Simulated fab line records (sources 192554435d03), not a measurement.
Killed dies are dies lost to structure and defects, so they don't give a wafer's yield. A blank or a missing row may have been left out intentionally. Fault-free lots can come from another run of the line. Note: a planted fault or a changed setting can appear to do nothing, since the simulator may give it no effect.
fab line records | flow n5Finfet
[record] lots = 5 | wafers = 15 | lastDay = 16
route steps=1938 shown BEOL_M8@1350 PASSIVATION@1936
lots that met no fault: from a run of the same line without faults
startH: hours from the record's first day to the start of the lot's first wafer shown | waitH: hours from the lot's prior step to this one | " identical to the entry in the row above | L1.1+2: a single row standing in for several wafers | - no value, or no start given | * or withheld: withheld | < > ~ a bound
route shown NAME@n: names a module that has steps shown in the file, with the first one's number in the route | usual: mean/standard deviation of fault-free wafers | same: alike in all rows | chamber/n: place in a boat | sites: per-site readings | _std_site: their standard deviation | _edge_site: outer sites' mean less inner sites' | radiusMm: how far each site lies from the wafer's centre | mask NAME#n: copy n | behind: the tool/chamber that last shaped the wafer | hold: the reason the lot was held/the length of the hold in hours/how it ended | device: which transistor (n, p or np) failed to switch | end of line: at the end of the route, the tests of the same wafers | where a step has no rows: the recipe by itself | killed: at the first sort, the dies lost to defects and structure; wafer yield is something else | map: per-die view of a wafer (x killed, . not killed, _ where there is no die)
set.NAME: the setting that was run; set.NAME@STEP: the one run at that earlier step | model.NAME: the simulator's own value behind a step, which no gauge read
lots seen at some steps along the route; tables by step, rows by wafer
services: from which hour (startH, from the record's first day; less than 0 if before it) a tool's chamber was out of use, for how many hours, and why
[[steps]]
[step N5_BEOL_M8_ETCH_62]
[recipe] chemistry = N2/H2 | target = SOC | targetDepthA = 1100 | overetchA = 220 | maskMaterial = SiARC | tempC = 40 | timeS = 165 | ionEnergyEv = 200 | pressureMtorr = 30 | sourceW = 840 | biasW = 150 | n2FlowSccm = 200 | h2FlowSccm = 200
[step N5_BEOL_M8_STRIP_68]
[recipe] chemistry = N2/H2 | tempC = 40 | n2FlowSccm = 200 | h2FlowSccm = 200 | rfFrequencyHz = 6e+07
[step N5_BEOL_M8_STRIP_67]
[recipe] chemistry = CF4 | resist = SiARC | powerW = 300 | biasPowerW = 75 | pressureMtorr = 50 | cf4FlowSccm = 150 | rfFrequencyHz = 6e+07
[step N5_BEOL_M8_HM_OPEN_17]
[recipe] chemistry = Cl2/BCl3 | targetDepthA = 200 | overetchA = 60 | target = TiN | maskMaterial = SOC | ionEnergyEv = 150 | pressureMtorr = 10 | icpW = 1000 | biasW = 126 | Cl2_flow_sccm = 53.25 | bcl3FlowSccm = 21.75 | Ar_flow_sccm = 25
[step N5_BEOL_M8_STRIP_19]
[recipe] chemistry = O2 | powerW = 400 | tempC = 40 | pressureMtorr = 30 | rfFrequencyHz = 6e+07 | biasPowerW = 0 | overashFraction = 0.2 | o2FlowSccm = 225
[step N5_BEOL_M8_COAT_63]
[recipe] resist = SOC | tempC = 250 | timeS = 60 | spinRpm = 1500 | resistThkNm = 60
[step N5_BEOL_M8_COAT_64]
[recipe] resist = SiARC | tempC = 220 | timeS = 60 | spinRpm = 1500 | resistThkNm = 12
[step N5_BEOL_M8_COAT_71]
[recipe] resist = underlayer | tempC = 205 | timeS = 60 | spinRpm = 1500 | resistThkNm = 5
[step N5_BEOL_M8_COAT_22]
[recipe] resist = CAR-EUV | spinRpm = 1500 | resistThkNm = 30
[step N5_BEOL_M8_EBR_24]
[recipe] solvent = PGMEA | ebrWidthMm = 1.5
[step N5_BEOL_M8_SOFTBAKE_23]
[recipe] tempC = 110 | timeS = 60 | resist = CAR-EUV
[step N5_BEOL_M8_EXPOSE_25]
[recipe] maskId = V7 | na = 0.33 | sourceShape = annular | sigmaInner = 0.4 | sigmaOuter = 0.8 | polarization = unpolarized | targetCdNm = 40 | doseMj = 42.5
[usual] exposureDoseMJCm2 = 42.46/0.057 | stageMsdNm = 0.906/0.029
lot.wafer | tool          | chamber | startH | waitH | mask | exposureDoseMJCm2 | stageMsdNm
L196.2    | euvScanner-01 | 0       | 227.52 | -     | V7#0 | 42.48             | 0.876
L196.3    | "             | 0       | "      | "     | V7#0 | 42.43             | 0.877
L196.4    | "             | 0       | "      | "     | V7#0 | 42.50             | 0.877
L198.1    | euvScanner-01 | 0       | 233.29 | -     | V7#0 | 41.58             | 0.872
L198.2    | "             | 0       | "      | "     | V7#0 | 41.62             | 0.876
L198.5    | "             | 0       | "      | "     | V7#0 | 41.50             | 0.873
L199.1    | euvScanner-01 | 0       | 238.56 | -     | V7#0 | 41.68             | 0.873
L199.2    | "             | 0       | "      | "     | V7#0 | 41.58             | 0.875
L199.6    | "             | 0       | "      | "     | V7#0 | 41.61             | 0.875
L200.1    | euvScanner-01 | 0       | 240.29 | -     | V7#0 | 41.79             | 0.874
L200.4    | "             | 0       | "      | "     | V7#0 | 41.82             | 0.876
L200.5    | "             | 0       | "      | "     | V7#0 | 41.91             | 0.870
L211.3    | euvScanner-02 | 0       | 318.82 | -     | V7#0 | 42.50             | 0.933
L211.4    | "             | 0       | "      | "     | V7#0 | 42.47             | 0.932
L211.5    | "             | 0       | "      | "     | V7#0 | 42.55             | 0.935
[step N5_BEOL_M8_PEB_26]
[recipe] pebTempC = 100 | pebTimeS = 60 | resist = CAR-EUV
[step N5_BEOL_M8_DEVELOP_27]
[recipe] developTimeS = 30 | developer = TMAH | resist = CAR-EUV | rinseLiquid = surfactantRinse | dry = airSpin | devTempC = 23
[step N5_BEOL_M8_DESCUM_33]
[recipe] chemistry = O2 | timeS = 7 | sourcePowerW = 50 | biasPowerW = 20 | pressureMtorr = 20 | rfFrequencyHz = 2.712e+07 | tempC = 40 | resist = CAR-EUV | o2FlowSccm = 225
[usual] drypumpMotorCurrentA = 5.6/0.58 | o2FlowSccm = 224.9/0.67 | oesProductAu = 0.81/0.087 | rfVppV = 243.2/1.5 | showerheadPlenumPTorr = 2.10/0.083 | throttleValvePct = 20.3/0.36
lot.wafer | tool       | chamber | startH | waitH | drypumpMotorCurrentA | o2FlowSccm | oesProductAu | rfHoursCounterH | rfVppV | showerheadPlenumPTorr | throttleValvePct | model.BEOL_M8.cdNm
L196.2    | rieDiel-06 | 3       | 227.77 | 0.0   | 6.6                  | 224.0      | 0.70         | 225             | 244.0  | 2.18                  | 20.9             | 39.8
L196.3    | "          | 2       | "      | "     | 6.4                  | 224.6      | 0.69         | 236             | 241.0  | 1.99                  | 21.1             | 39.8
L196.4    | "          | 0       | "      | "     | 5.0                  | 225.2      | 0.88         | -               | 245.3  | 2.22                  | 20.1             | 39.8
L198.1    | rieDiel-02 | 2       | 233.54 | 0.0   | 5.3                  | 224.1      | 0.85         | 58              | 243.6  | 2.24                  | 20.1             | 39.8
L198.2    | "          | 3       | "      | "     | 5.8                  | 224.8      | 0.77         | 131             | 242.7  | 2.09                  | 20.1             | 39.6
L198.5    | "          | 2       | "      | "     | 5.3                  | 224.6      | 0.86         | -               | 244.8  | 2.24                  | 20.1             | 39.6
L199.1    | rieDiel-06 | 3       | 238.87 | 0.1   | 6.7                  | 225.1      | 0.69         | 231             | 243.3  | 2.18                  | 20.9             | 39.6
L199.2    | "          | 0       | "      | "     | 5.0                  | 225.5      | 0.87         | 68              | 244.3  | 2.22                  | 20.1             | 39.4
L199.6    | "          | 2       | "      | "     | 6.4                  | 225.7      | 0.69         | -               | 240.9  | 1.99                  | 21.1             | 39.4
L200.1    | rieDiel-06 | 3       | 240.54 | 0.0   | 6.7                  | 226.1      | 0.69         | 232             | 243.0  | 2.18                  | 20.9             | 39.8
L200.4    | "          | 3       | "      | "     | 6.6                  | 225.7      | 0.69         | -               | 244.9  | 2.18                  | 20.9             | 39.8
L200.5    | "          | 0       | "      | "     | 5.0                  | 223.5      | 0.86         | -               | 244.3  | 2.22                  | 20.1             | 39.8
L211.3    | rieDiel-06 | 0       | 319.06 | 0.0   | 5.0                  | 225.8      | 0.83         | 101             | 245.5  | 2.20                  | 20.2             | 40
L211.4    | "          | 3       | "      | "     | 6.6                  | 225.4      | 1.04         | 1               | 244.6  | 2.17                  | 20.5             | 40.2
L211.5    | "          | 3       | "      | "     | 6.6                  | 224.9      | 1.04         | -               | 244.4  | 2.17                  | 20.5             | 40.2
[step N5_BEOL_M8_ETCH_72]
[recipe] chemistry = N2/H2 | target = underlayer | targetDepthA = 65 | maskMaterial = CAR-EUV | timeS = 5.2 | ionEnergyEv = 200 | pressureMtorr = 30 | sourceW = 840 | biasW = 150 | n2FlowSccm = 200 | h2FlowSccm = 200 | ends = cleared
[step N5_BEOL_M8_ETCH_65]
[recipe] chemistry = CF4 | target = SiARC | targetDepthA = 156 | maskMaterial = CAR-EUV | timeS = 26 | ionEnergyEv = 80 | pressureMtorr = 40 | sourceW = 545 | biasW = 36 | Ar_flow_sccm = 100 | cf4FlowSccm = 100 | ends = cleared
[step N5_BEOL_M8_ETCH_66]
[recipe] chemistry = N2/H2 | target = SOC | targetDepthA = 800 | overetchA = 160 | maskMaterial = SiARC | tempC = 40 | timeS = 120 | ionEnergyEv = 200 | pressureMtorr = 30 | sourceW = 840 | biasW = 150 | n2FlowSccm = 200 | h2FlowSccm = 200
[step N5_BEOL_M8_STRIP_69]
[recipe] chemistry = N2/H2 | tempC = 40 | n2FlowSccm = 200 | h2FlowSccm = 200 | rfFrequencyHz = 6e+07
[step N5_BEOL_M8_STRIP_73]
[recipe] chemistry = N2/H2 | tempC = 40 | n2FlowSccm = 200 | h2FlowSccm = 200 | rfFrequencyHz = 6e+07
[step N5_BEOL_M8_VIA_ETCH_34]
[recipe] chemistry = C4F6/O2 | target = SiCOH_lowk | targetDepthA = 1255 | maskMaterial = SOC | taperDeg = 4 | timeS = 50.5 | ionEnergyEv = 250 | pressureMtorr = 30 | sourceW = 345 | biasW = 185 | Ar_flow_sccm = 300 | C4F6_flow_sccm = 10 | O2_flow_sccm = 10
[usual] drypumpMotorCurrentA = 5.6/0.58 | oesProductAu = 0.80/0.087 | rfVppV = 664/17 | showerheadPlenumPTorr = 2.85/0.094 | throttleValvePct = 20.8/0.35
lot.wafer | tool       | chamber | startH | waitH | drypumpMotorCurrentA | oesProductAu | rfHoursCounterH | rfVppV | showerheadPlenumPTorr | throttleValvePct | model.BEOL_M8.cdNm
L196.2    | rieDiel-06 | 3       | 227.96 | 0.0   | 6.6                  | 0.70         | 225             | 673    | 2.91                  | 21.0             | 39.6
L196.3    | "          | 2       | "      | "     | 6.5                  | 0.68         | 236             | 634    | 2.72                  | 21.5             | 40.2
L196.4    | "          | 0       | "      | "     | 5.0                  | 0.87         | -               | 681    | 3.00                  | 20.5             | 39.8
L198.1    | rieDiel-02 | 2       | 233.72 | 0.0   | 5.3                  | 0.85         | 58              | 697    | 2.98                  | 20.3             | 39.8
L198.2    | "          | 3       | "      | "     | 5.8                  | 0.79         | 131             | 658    | 2.85                  | 20.7             | 39.6
L198.5    | "          | 2       | "      | "     | 5.3                  | 0.86         | -               | 696    | 2.98                  | 20.3             | 39.6
L199.1    | rieDiel-06 | 3       | 239.05 | 0.0   | 6.7                  | 0.69         | 231             | 673    | 2.90                  | 21.0             | 39.4
L199.2    | "          | 0       | "      | "     | 4.9                  | 0.85         | 69              | 682    | 3.00                  | 20.5             | 39.4
L199.6    | "          | 2       | "      | "     | 6.5                  | 0.69         | -               | 636    | 2.71                  | 21.6             | 39.4
L200.1    | rieDiel-06 | 3       | 240.72 | 0.0   | 6.6                  | 0.69         | 232             | 673    | 2.90                  | 21.0             | 39.2
L200.4    | "          | 3       | "      | "     | 6.6                  | 0.69         | -               | 674    | 2.90                  | 21.0             | 39.2
L200.5    | "          | 0       | "      | "     | 5.0                  | 0.87         | -               | 682    | 3.00                  | 20.6             | 39.6
L211.3    | rieDiel-06 | 0       | 319.24 | 0.0   | 5.0                  | 0.83         | 101             | 680    | 2.99                  | 20.6             | 40.4
L211.4    | "          | 3       | "      | "     | 6.6                  | 1.02         | 1               | 673    | 2.89                  | 20.7             | 40
L211.5    | "          | 3       | "      | "     | 6.6                  | 1.03         | -               | 674    | 2.89                  | 20.7             | 40.2
[step N5_BEOL_M8_STRIP_76]
[recipe] chemistry = C4F6/O2 | resist = SiARC | rfFrequencyHz = 6e+07
[step N5_PASSIVATION_PROBE_49]
[usual] defectLimitedYield = 91.2/1.6 | killed_at_M0_to_M3 = 34/11 | killed_at_M4_up = 14/5.7 | killedAtContacts = 14/6.6 | killedAtFrontEnd = 37/10 | killedAtOther = 4/3.2 | killedDies = 104/19 | killedOpen = 69/13 | killedShort = 33/8.7 | sort_bin_5_function = 5.1/1 | sort_bin_6_memory = 3.3/0.76 | sort_bin_8_speed = 0.00/0.016 | sortNPass = 1076/19 | sortYieldPct = 91.2/1.6
[same] grossDies = 1180 | killedAtBackSide = 0 | sort_bin_4_leakage[%] = 0
lot.wafer | tool      | chamber | startH | waitH | defectLimitedYield[%] | killed_at_M0_to_M3 | killed_at_M4_up | killedAtContacts | killedAtFrontEnd | killedAtOther | killedDies | killedOpen | killedShort | sort_bin_5_function[%] | sort_bin_6_memory[%] | sort_bin_8_speed[%] | sortNPass | sortYieldPct[%]
L196.2    | prober-02 | -       | 291.58 | 0.1   | 93.6                  | 30                 | 14              | 8                | 22               | 1             | 75         | 50         | 24          | 3.8                    | 2.5                  | 0                   | 1105      | 93.6
L196.3    | prober-02 | -       | 291.63 | 0.1   | 92.6                  | 29                 | 14              | 19               | 23               | 2             | 87         | 62         | 25          | 4.4                    | 2.5                  | 0                   | 1093      | 92.6
L196.4    | prober-02 | -       | 291.68 | 0.2   | 93.6                  | 28                 | 4               | 10               | 32               | 2             | 76         | 49         | 27          | 3.9                    | 2.4                  | 0                   | 1104      | 93.6
L200.1    | prober-02 | -       | 308.69 | 0.0   | 92.8                  | 31                 | 16              | 11               | 23               | 4             | 85         | 55         | 29          | 3.9                    | 3.1                  | 0                   | 1095      | 92.8
L200.4    | prober-02 | -       | 308.84 | 0.2   | 92.7                  | 33                 | 10              | 15               | 26               | 2             | 86         | 63         | 22          | 4.7                    | 2.6                  | 0.34                | 1090      | 92.4
L200.5    | prober-02 | -       | 308.89 | 0.2   | 93.6                  | 27                 | 7               | 17               | 20               | 4             | 75         | 52         | 20          | 3.9                    | 2.3                  | 0                   | 1105      | 93.6
L211.3    | prober-01 | -       | 390.11 | 0.1   | 91.4                  | 49                 | 15              | 17               | 21               | 0             | 102        | 70         | 30          | 5.3                    | 3.1                  | 0                   | 1078      | 91.4
L211.4    | prober-01 | -       | 390.16 | 0.2   | 89.3                  | 41                 | 16              | 32               | 35               | 2             | 126        | 91         | 34          | 6.4                    | 4.2                  | 0                   | 1054      | 89.3
L211.5    | prober-01 | -       | 390.21 | 0.2   | 89.8                  | 44                 | 18              | 28               | 29               | 1             | 120        | 79         | 35          | 5.4                    | 4.2                  | 0                   | 1060      | 89.8
// killed by level:class
L196.2 MOL_CONTACT_COAG:geometricParticle:open=6 BEOL_M0_SAQP:geometricParticle:open=6 BEOL_M2:geometricParticle:open=6 BEOL_M1:geometricParticle:open=5 STARTING-WAFER:geometricParticle:open=5 GATE_CUT:geometricParticle:short=4 BEOL_M0_SAQP:geometricParticle:short=4 BEOL_M3:geometricParticle:open=4
L196.3 MOL_CONTACT_COAG:geometricParticle:open=19 BEOL_M0_SAQP:geometricParticle:short=9 STI_FIN_REVEAL:geometricParticle:open=6 BEOL_M3:geometricParticle:open=6 BEOL_M0:geometricParticle:open=5 FIN_SAQP:geometricParticle:short=4 BEOL_M4:geometricParticle:open=4 FIN_SAQP:geometricParticle:open=3
L196.4 STI_FIN_REVEAL:geometricParticle:open=8 MOL_CONTACT_COAG:geometricParticle:open=8 BEOL_M1:geometricParticle:open=8 FIN_SAQP:geometricParticle:short=6 BEOL_M0_SAQP:geometricParticle:short=5 BEOL_M0:geometricParticle:open=5 GATE_CUT:geometricParticle:short=4 BEOL_M0:geometricParticle:short=4
L200.1 MOL_CONTACT_COAG:geometricParticle:open=8 BEOL_M4:geometricParticle:open=8 BEOL_M0_SAQP:geometricParticle:short=7 BEOL_M0_SAQP:geometricParticle:open=6 BEOL_M1:geometricParticle:open=5 BEOL_M2:geometricParticle:open=5 STARTING-WAFER:geometricParticle:short=5 FIN_SAQP:geometricParticle:short=3
L200.4 MOL_CONTACT_COAG:geometricParticle:open=15 BEOL_M1:geometricParticle:open=9 BEOL_M0_SAQP:geometricParticle:open=6 BEOL_M2:geometricParticle:open=5 BEOL_M3:geometricParticle:open=5 STI_FIN_REVEAL:geometricParticle:short=4 GATE_CUT:geometricParticle:short=4 GATE_CUT:geometricParticle:open=4
L200.5 MOL_CONTACT_COAG:geometricParticle:open=15 DUMMY_GATE:geometricParticle:open=6 BEOL_M1:geometricParticle:open=6 BEOL_M0_SAQP:geometricParticle:short=4 BEOL_M2:geometricParticle:open=4 BEOL_M3:geometricParticle:open=4 GATE_CUT:geometricParticle:open=3 BEOL_M0_SAQP:geometricParticle:open=3
L211.3 BEOL_M3:geometricParticle:open=14 MOL_CONTACT_COAG:geometricParticle:open=11 BEOL_M0_SAQP:geometricParticle:short=10 BEOL_M1:geometricParticle:open=8 STI_FIN_REVEAL:geometricParticle:open=7 MOL_CONTACT_COAG:geometricParticle:short=6 BEOL_M0_SAQP:geometricParticle:open=6 BEOL_M2:geometricParticle:open=6
L211.4 MOL_CONTACT_COAG:geometricParticle:open=24 STI_FIN_REVEAL:geometricParticle:open=14 BEOL_M3:geometricParticle:open=12 MOL_CONTACT_COAG:geometricParticle:short=8 BEOL_M0_SAQP:geometricParticle:open=7 BEOL_M0_SAQP:geometricParticle:short=6 BEOL_M0:geometricParticle:open=5 BEOL_M1:geometricParticle:open=5
L211.5 MOL_CONTACT_COAG:geometricParticle:open=19 BEOL_M0_SAQP:geometricParticle:open=15 STI_FIN_REVEAL:geometricParticle:open=12 BEOL_M0_SAQP:geometricParticle:short=11 MOL_CONTACT_COAG:geometricParticle:short=9 BEOL_M3:geometricParticle:open=6 FIN_SAQP:geometricParticle:open=5 BEOL_M1:geometricParticle:open=5
[[services]]
tool          | chamber | startH | hours | kind
euvScanner-01 | -       | 206.15 | 12.0  | pm
euvScanner-02 | -       | 215.42 | 23.4  | repair
rieDiel-06    | 1       | 223.23 | -     | clean
rieDiel-06    | 1       | 223.23 | -     | consumableReplace:focusRing
rieDiel-06    | 1       | 223.23 | 18.1  | scheduledDown
rieDiel-06    | 1       | 223.23 | 18.1  | ventCycle
euvScanner-01 | -       | 231.27 | 1.0   | pm
euvScanner-02 | -       | 239.70 | 1.0   | pm
euvScanner-01 | -       | 247.54 | 4.7   | repair
euvScanner-01 | -       | 255.63 | 8.0   | pm
euvScanner-01 | -       | 273.38 | 1.0   | pm
rieDiel-06    | 2       | 280.14 | -     | clean
rieDiel-06    | 2       | 280.14 | -     | consumableReplace:focusRing
rieDiel-06    | 2       | 280.14 | -     | consumableReplace:showerhead
rieDiel-06    | 2       | 280.14 | 20.4  | scheduledDown
rieDiel-06    | 2       | 280.14 | 20.4  | ventCycle
euvScanner-02 | -       | 295.85 | 1.0   | pm
euvScanner-01 | 0       | 299.91 | -     | calibration
rieDiel-06    | 3       | 300.71 | -     | clean
rieDiel-06    | 3       | 300.71 | -     | consumableReplace:focusRing
rieDiel-06    | 3       | 300.71 | 15.2  | scheduledDown
rieDiel-06    | 3       | 300.71 | 15.2  | ventCycle
euvScanner-01 | -       | 302.27 | 5.8   | pm
euvScanner-01 | -       | 309.71 | 3.8   | repair
[[key]]
[firstSign] step = N5_BEOL_M8_EXPOSE_25 | reading = exposureDoseMJCm2 | direction = down | sigmas = 14 | usual = 42.46 | struck = 41.68
effect none on later readings
[modelEffect] step = N5_BEOL_M8_DESCUM_33 | value = BEOL_M8.cdNm | without = 40.02 | struck = 39.64
[modelEffect] step = N5_BEOL_M8_VIA_ETCH_34 | value = BEOL_M8.cdNm | without = 39.91 | struck = 39.47
metAt N5_BEOL_M8_EXPOSE_25
struckWafers L198.1,L198.2,L198.5,L199.1,L199.2,L199.6,L200.1,L200.4,L200.5
[loopTrim] step = N5_BEOL_M8_EXPOSE_25 | setting = dose | lots = L199,L200
onsetBetween 227.52 233.29
[earlierFault] kind = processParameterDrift | tool = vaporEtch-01 | chamber = 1 | onsetH = 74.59 | steps = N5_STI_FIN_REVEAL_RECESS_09 | channel = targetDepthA | offset = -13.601 | shape = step | actsIn = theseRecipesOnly | stated = 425
[earlierFault] kind = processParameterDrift | tool = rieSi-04 | chamber = 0 | onsetH = 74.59 | steps = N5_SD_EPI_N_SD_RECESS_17 | channel = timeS | offset = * | shape = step | actsIn = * | stated = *
[fault] kind = processParameterDrift | tool = euvScanner-01 | chamber = - | onsetH = 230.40 | steps = N5_BEOL_M8_EXPOSE_25 | channel = doseMj | offset = -0.97855 | shape = step | actsIn = theseRecipesOnly | stated = 42.5
// loopTrim: a control loop set the setting to another value than it would have without faults
